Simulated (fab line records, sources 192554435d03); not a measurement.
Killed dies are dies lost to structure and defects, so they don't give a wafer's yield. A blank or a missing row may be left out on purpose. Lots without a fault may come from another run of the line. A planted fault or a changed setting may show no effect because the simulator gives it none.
A struck lot beside a sound one | flow n5_finfet | 15 steps out of a route of 1938
Sound: wafers L897.1, L897.3, L897.4. Struck: wafer L908.6. (L908.1, L908.3 of the same lot were not struck and are left out.) The cause comes at the end.
At each step with rows: each side's tool, then ch and its chambers, then its first start. Under that, the readings that differ: sound wafers | struck wafers | difference of the means | sigmas: that difference in standard deviations of wafers without a fault.
alike: readings whose means differ by less than 2 such deviations, and words and numbers that are the same on both sides. not compared: withheld readings, readings that some wafer has no value for, bounds like >300 that may hide the same value, and numbers for which the record gives no deviation and whose values overlap.
The two part at a step that has a row with sigmas, a row that says differs or no value, or rows on one side only. Numbers that don't overlap but have no deviation are shown without sigmas and don't part them. A reading that every wafer of one side lacks parts them only if that side has two wafers or more.

first, 2 steps without rows for these wafers: N5_BEOL_M4_PEB_09 (peb time 60 s); N5_BEOL_M4_DEVELOP_10 (develop time 30 s).
N5_BEOL_M4_CD_MEAS_11: target cd 16.79 nm.
  sound on cd_sem-03 ch 0, day 7 21:34; struck on cd_sem-02 ch 0, day 10 18:19
  alike: cd_nm
N5_BEOL_M4_OVL_MEAS_12:
  sound on overlay-01 ch 0, day 7 21:36; struck on overlay-02 ch 0, day 10 18:20
  alike: M4_OVL
N5_BEOL_M4_INSPECT_13: inspects for defects (brightfield).
  sound on defect_inspect-01, day 7 21:40; struck on defect_inspect-02, day 10 18:24
  alike: raw_defect_count
N5_BEOL_M4_DESCUM_16: chemistry O2, time 7 s.
  sound on rie_diel-03 ch 2,3, day 7 21:42; struck on rie_diel-03 ch 2, day 10 19:43
  alike: drypump_motor_current_A, oes_product_au, rf_vpp_V, showerhead_plenum_p_Torr, throttle_valve_pct
  not compared: rf_hours_counter_h
N5_BEOL_M4_ETCH_74: etches underlayer in N2/H2, target depth 6.5 nm, time 5.2 s.
  sound on rie_diel-03 ch 2,3, day 7 21:44; struck on rie_diel-03 ch 2, day 10 19:45
  alike: drypump_motor_current_A, etch_rf_on_time_s, oes_product_au, rf_vpp_V, showerhead_plenum_p_Torr, throttle_valve_pct
  not compared: rf_hours_counter_h
N5_BEOL_M4_ETCH_63: etches SiARC in CF4, target depth 15.6 nm, time 26 s.
  sound on rie_diel-03 ch 2,3, day 7 21:46; struck on rie_diel-03 ch 2, day 10 19:46
  alike: cf4_flow_sccm, drypump_motor_current_A, etch_rf_on_time_s, oes_product_au, rf_vpp_V, showerhead_plenum_p_Torr, throttle_valve_pct
  not compared: rf_hours_counter_h
then, 3 steps without rows for these wafers: N5_BEOL_M4_ETCH_64 (etches SOC in N2/H2, target depth 75 nm, overetch 22.5 nm, time 121.9 s); N5_BEOL_M4_STRIP_65 (strips in N2/H2); N5_BEOL_M4_STRIP_75 (strips in N2/H2).
N5_BEOL_M4_STRIP_66: strips in CF4.
  sound on rie_diel-03 ch 2,3, day 7 21:55; struck on rie_diel-03 ch 2, day 10 19:56
  alike: cf4_flow_sccm, drypump_motor_current_A, oes_product_au, rf_vpp_V, showerhead_plenum_p_Torr, throttle_valve_pct
  not compared: rf_hours_counter_h
N5_BEOL_M4_HM_OPEN_17: chemistry Cl2/BCl3, target TiN, target depth 20 nm, overetch 6 nm.
  sound on rie_metal-01 ch 0,1, day 7 21:58; struck on rie_metal-02 ch 0, day 10 19:58
  reading                                  | sound          | struck | difference | sigmas
  oes_product_au (a.u.)                    | 0.62 0.67 0.61 | 0.73   | +0.10      | +2
  model.SOC_of_BEOL_M4_COAT_61.thk_nm (nm) | 52 52.4 52.2   | 49.8   | -2.4       |
  alike: drypump_motor_current_A, throttle_valve_pct
  not compared: rf_hours_counter_h
N5_BEOL_M4_STRIP_19: strips in O2.
  sound on rie_diel-05 ch 0,1,3, day 7 22:04; struck on rie_diel-05 ch 1, day 10 20:06
  alike: drypump_motor_current_A, oes_product_au, rf_vpp_V, showerhead_plenum_p_Torr, throttle_valve_pct
  not compared: rf_hours_counter_h
N5_BEOL_M4_RC_MEAS_101:
  sound on prober-02 ch 0, day 8 09:41; struck on prober-02 ch 0, day 11 02:17
  reading       | sound                | struck | difference | sigmas
  SS_P (mV/dec) | 74.5 73.0 73.8       | 71.9   | -1.9       | -3
  VT_P (mV)     | -245.8 -249.8 -246.4 | -253.8 | -6.5       | -2
  alike: DIBL_N, DIBL_P, IOFF_N, IOFF_P, ION_N, ION_P, SS_N, VT_N

WHERE THEY PART
First at N5_BEOL_M4_HM_OPEN_17; last, within this record, at N5_BEOL_M4_RC_MEAS_101.

WHY: what the simulator had put in
Process parameter drift: rie_metal-02, from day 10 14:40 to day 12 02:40, at N5_BEOL_M4_HM_OPEN_17. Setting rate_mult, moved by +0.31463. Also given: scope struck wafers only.
